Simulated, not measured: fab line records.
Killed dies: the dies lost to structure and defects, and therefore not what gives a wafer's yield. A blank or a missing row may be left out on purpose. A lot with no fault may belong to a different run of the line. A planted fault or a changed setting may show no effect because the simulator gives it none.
Struck lot and sound lot, side by side | flow n5_finfet | 38 steps out of a route of 1938
Sound: the wafers L141.2, L141.4, L141.5. Wafers L150.1, L150.4, L150.6 were the ones struck. The cause comes at the end.
At each step with rows: each side's tool, then ch and its chambers, then its first start. Under that, the readings that differ: sound wafers | struck wafers | difference of the means | sigmas: that difference in standard deviations of wafers without a fault.
alike: words and numbers the same on both sides, and readings whose means are apart by under 2 such deviations; not compared: readings that were withheld, readings missing a value for some wafer, numbers with overlapping values and no deviation given by the record, and bounds like >300 which may hide the same value.
The two part at a step that has a row with sigmas, a row that says differs or no value, or rows on one side only. Non-overlapping numbers with no deviation appear without sigmas and do not part them. Lack of a reading on every wafer of one side parts them only where that side has two or more wafers.

first, 11 steps without rows for these wafers: N5_FIN_CUT_STRIP_24 (strips in CF4); N5_FIN_CUT_CUT_ETCH_26 (etches SiNx in CH3F/O2, target depth 39 nm, time 55.7 s); N5_FIN_CUT_CUT_ETCH_27 (etches SiO2 in CHF3/O2, target depth 4 nm, overetch 2 nm, time 4.9 s); N5_FIN_CUT_PRECLEAN_35 (cleans in vHF, time 13.3 s); N5_FIN_CUT_CUT_ETCH_15 (etches Si in HBr/Cl2/O2, target depth 100 nm, bt time 10 s, time 42.4 s); N5_FIN_CUT_CUT_ETCH_28 (etches Si in HBr/Cl2/O2, target depth 6 nm, time 2.4 s); N5_FIN_CUT_STRIP_22 (strips in N2/H2); N5_FIN_CUT_PRECLEAN_36 (cleans in O3/DIW, time 60 s); N5_FIN_CUT_SRD_32 (time 30 s); N5_FIN_CUT_UV_OZONE_34 (time 120 s); N5_STI_FIN_REVEAL_ALD_00 (deposits SiO2, target thk 1 nm, pulse time 1 s).
N5_STI_FIN_REVEAL_ALD_14: deposits Si3N4, target thk 3 nm.
  sound on ald_sin-01 ch 0,3, day 2 06:38; struck on ald_sin-04 ch 0,2, day 4 13:37
  alike: heater_power_outer_w, heater_power_w
then, 25 steps without rows for these wafers: N5_STI_FIN_REVEAL_FCVD_FILL_01 (material SiO2 flowable, target thk 312 nm, time 512.2 s); N5_STI_FIN_REVEAL_DENSIFY_02 (time 1800 s); N5_STI_FIN_REVEAL_CMP_04 (polishes, stops on Si3N4, t overpolish 4 s, target thk 131.83 nm); N5_STI_FIN_REVEAL_DENSIFY_30; N5_STI_FIN_REVEAL_ETCHBACK_08 (etches SiO2 in C4F6/O2, target depth 30.5 nm, time 10.167 s); N5_STI_FIN_REVEAL_STRIP_24 (strips in N2/H2, time 90 s); N5_STI_FIN_REVEAL_PRECLEAN_25 (cleans in SPM, time 90 s); N5_STI_FIN_REVEAL_PRECLEAN_26 (cleans in SC1, time 45 s); N5_STI_FIN_REVEAL_PRECLEAN_29 (cleans in DHF, time 30 s); N5_STI_FIN_REVEAL_SRD_12 (time 30 s); N5_STI_FIN_REVEAL_RECESS_09 (chemistry HF/NH3, target SiO2, afs cycles 11, target depth 42.5 nm, sublimation time 60 s); N5_STI_FIN_REVEAL_STRIP_16 (strips SiNx in H3PO4, target depth 23.8 nm); N5_STI_FIN_REVEAL_PRECLEAN_17 (cleans in NF3:NH3, afs cycles 1, time 20 s, sublimation time 60 s); N5_STI_FIN_REVEAL_ETCH_34 (etches Si in H2, material Si, target depth 0.97 nm); N5_STI_FIN_REVEAL_OXIDATION_31 (chemistry O2 PLASMA REMOTE, time 20 s); N5_STI_FIN_REVEAL_PRECLEAN_32 (cleans in NF3:NH3, afs cycles 1, time 20 s, sublimation time 60 s); N5_STI_FIN_REVEAL_STRIP_35 (strips Si3N4 in H3PO4, target depth 4 nm, time 39 s); N5_STI_FIN_REVEAL_SRD_21 (time 30 s); N5_STI_FIN_REVEAL_OXIDATION_33 (chemistry O2 PLASMA REMOTE, time 20 s); N5_STI_FIN_REVEAL_CLEAN_19 (cleans in O3/DIW, time 120 s); N5_STI_FIN_REVEAL_SRD_23 (time 30 s); N5_STI_FIN_REVEAL_PRECLEAN_18 (cleans in SC2, time 45 s); N5_STI_FIN_REVEAL_SRD_28 (time 30 s); N5_DUMMY_GATE_PRECLEAN_00 (cleans in O3/DIW, time 60 s); N5_DUMMY_GATE_SRD_01 (time 30 s).
-- a jump in the record: the struck wafers' starts before and after are 10 days apart (it breaks off in module DUMMY_GATE and resumes in module PASSIVATION, where the first step shown is number 1936 of the route) --
N5_PASSIVATION_PROBE_49:
  only the struck wafers here have rows in the record (prober-01, day 14 13:38); the sound ones have none

## WHERE THEY PART
N5_PASSIVATION_PROBE_49 only, going by this record.

WHY: what had been put in by the simulator
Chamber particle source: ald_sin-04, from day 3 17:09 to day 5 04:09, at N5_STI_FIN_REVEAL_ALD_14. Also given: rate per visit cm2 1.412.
